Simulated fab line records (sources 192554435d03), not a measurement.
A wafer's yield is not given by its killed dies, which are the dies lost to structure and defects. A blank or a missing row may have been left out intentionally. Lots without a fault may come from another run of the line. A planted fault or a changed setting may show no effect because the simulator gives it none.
What tool caused it? / flow n5-finfet / 11 lots with 31 wafers sampled at 2 steps, on a route of 1938 steps

== WHAT THE GAUGES READ, wafer by wafer ==
N5_BEOL_M11_CD_MEAS_28: target cd 70 nm.
lot=L708; measured=day 10 13:29; on=cd-sem-02; cd-nm (nm)=68.8 67.2 68.5
lot=L710; measured=day 10 16:38; on=cd-sem-02; cd-nm (nm)=68.3 68.5 68.9
lot=L709; measured=day 11 04:15; on=cd-sem-01; cd-nm (nm)=70.6 70.4
lot=L714; measured=day 12 04:52; on=cd-sem-03; cd-nm (nm)=69.5 72.2 71.7
lot=L718; measured=day 13 05:20; on=cd-sem-02; cd-nm (nm)=70.6 70.6 72.0
lot=L720; measured=day 13 15:32; on=cd-sem-02; cd-nm (nm)=67.3 67.5 68.7
lot=L721; measured=day 13 15:55; on=cd-sem-03; cd-nm (nm)=67.0 68.9
lot=L727; measured=day 15 16:40; on=cd-sem-03; cd-nm (nm)=69.1 67.5 67.1
lot=L728; measured=day 16 01:55; on=cd-sem-01; cd-nm (nm)=68.4 68.6 68.7
lot=L730; measured=day 16 14:52; on=cd-sem-03; cd-nm (nm)=71.1 71.4 70.1
lot=L731; measured=day 16 15:28; on=cd-sem-01; cd-nm (nm)=69.2 67.2 68.2

== TOOL THAT RAN EACH LOT (tool first, then ch and the chambers of the sampled wafers, then the start) ==
lot=L708; N5_BEOL_M11_STRIP_19=rie-diel-05 ch 1,2,3, day 10 13:07
lot=L710; N5_BEOL_M11_STRIP_19=rie-diel-04 ch 2,3, day 10 16:17
lot=L709; N5_BEOL_M11_STRIP_19=rie-diel-06 ch 2,3, day 11 03:08
lot=L714; N5_BEOL_M11_STRIP_19=rie-diel-04 ch 0,1,2, day 12 03:08
lot=L718; N5_BEOL_M11_STRIP_19=rie-diel-04 ch 1,2,3, day 13 04:05
lot=L720; N5_BEOL_M11_STRIP_19=rie-diel-04 ch 2,3, day 13 14:58
lot=L721; N5_BEOL_M11_STRIP_19=rie-diel-04 ch 0,1, day 13 15:23
lot=L727; N5_BEOL_M11_STRIP_19=rie-diel-05 ch 0,2,3, day 15 14:42
lot=L728; N5_BEOL_M11_STRIP_19=rie-diel-04 ch 1,3, day 15 23:52
lot=L730; N5_BEOL_M11_STRIP_19=rie-diel-05 ch 0,1, day 16 14:23
lot=L731; N5_BEOL_M11_STRIP_19=rie-diel-05 ch 2,3, day 16 14:59
- N5_BEOL_M11_STRIP_19: strips in O2.

== AS READ BY THE TOOLS THEMSELVES (means over the sampled wafers that have a number; for cases with no such wafer, the mark the record gives instead) ==
N5_BEOL_M11_STRIP_19.
lot=L708; tool=rie-diel-05; chamber-pressure-mTorr (mTorr)=29.99; drypump-motor-current-A (A)=5.8; oes-product-au (a.u.)=0.77; rf-vpp-V (V)=3.4; showerhead-plenum-p-Torr (Torr)=2.13; throttle-valve-pct (%)=16.68
lot=L710; tool=rie-diel-04; chamber-pressure-mTorr (mTorr)=29.98; drypump-motor-current-A (A)=4.9; oes-product-au (a.u.)=0.92; rf-vpp-V (V)=3.5; showerhead-plenum-p-Torr (Torr)=2.09; throttle-valve-pct (%)=16.43
lot=L709; tool=rie-diel-06; chamber-pressure-mTorr (mTorr)=29.99; drypump-motor-current-A (A)=5.2; oes-product-au (a.u.)=0.80; rf-vpp-V (V)=3.3; showerhead-plenum-p-Torr (Torr)=2.00; throttle-valve-pct (%)=16.52
lot=L714; tool=rie-diel-04; chamber-pressure-mTorr (mTorr)=30.02; drypump-motor-current-A (A)=5.4; oes-product-au (a.u.)=0.81; rf-vpp-V (V)=3.5; showerhead-plenum-p-Torr (Torr)=2.09; throttle-valve-pct (%)=16.88
lot=L718; tool=rie-diel-04; chamber-pressure-mTorr (mTorr)=29.99; drypump-motor-current-A (A)=5.1; oes-product-au (a.u.)=0.81; rf-vpp-V (V)=3.2; showerhead-plenum-p-Torr (Torr)=2.09; throttle-valve-pct (%)=16.72
lot=L720; tool=rie-diel-04; chamber-pressure-mTorr (mTorr)=29.99; drypump-motor-current-A (A)=5.1; oes-product-au (a.u.)=0.86; rf-vpp-V (V)=3.7; showerhead-plenum-p-Torr (Torr)=2.11; throttle-valve-pct (%)=16.60
lot=L721; tool=rie-diel-04; chamber-pressure-mTorr (mTorr)=29.98; drypump-motor-current-A (A)=5.5; oes-product-au (a.u.)=0.78; rf-vpp-V (V)=3.9; showerhead-plenum-p-Torr (Torr)=2.06; throttle-valve-pct (%)=16.98
lot=L727; tool=rie-diel-05; chamber-pressure-mTorr (mTorr)=30.00; drypump-motor-current-A (A)=5.6; oes-product-au (a.u.)=0.82; rf-vpp-V (V)=3.5; showerhead-plenum-p-Torr (Torr)=2.08; throttle-valve-pct (%)=16.63
lot=L728; tool=rie-diel-04; chamber-pressure-mTorr (mTorr)=30.01; drypump-motor-current-A (A)=5.2; oes-product-au (a.u.)=0.74; rf-vpp-V (V)=3.5; showerhead-plenum-p-Torr (Torr)=2.06; throttle-valve-pct (%)=16.88
lot=L730; tool=rie-diel-05; chamber-pressure-mTorr (mTorr)=30.02; drypump-motor-current-A (A)=5.6; oes-product-au (a.u.)=0.75; rf-vpp-V (V)=3.7; showerhead-plenum-p-Torr (Torr)=2.07; throttle-valve-pct (%)=16.87
lot=L731; tool=rie-diel-05; chamber-pressure-mTorr (mTorr)=30.00; drypump-motor-current-A (A)=5.7; oes-product-au (a.u.)=0.88; rf-vpp-V (V)=4.1; showerhead-plenum-p-Torr (Torr)=2.11; throttle-valve-pct (%)=16.40

== THE ANSWER, worked out from the rows above alone ==
Rule: the usual values come from the lots themselves. Put in order of their means at a reading, lots are off if they are a third of the lots or fewer, leave a main group of 4 or more, and stand apart from it by a gap of 3 or more times the standard deviation of the main group's means; of several such gaps the widest counts. A main group whose means are all the same, to the digits that the tables above print for the reading, isn't used. Also off: a lot with no number at a reading for which 4 or more lots have one. Where the step has rows for the other lots, those lots are counted as sound. Order of review: gauges by route order, followed by the tools' own readings, for which a lot's mean as printed above is used. The first step at which some lot is off is used, and at that step the reading that is off furthest; a lot without a number counts as furthest.
No lot is off on any of the readings shown, so nothing can be concluded from this.

== WHAT HAD BEEN PUT IN BY THE SIMULATOR ==
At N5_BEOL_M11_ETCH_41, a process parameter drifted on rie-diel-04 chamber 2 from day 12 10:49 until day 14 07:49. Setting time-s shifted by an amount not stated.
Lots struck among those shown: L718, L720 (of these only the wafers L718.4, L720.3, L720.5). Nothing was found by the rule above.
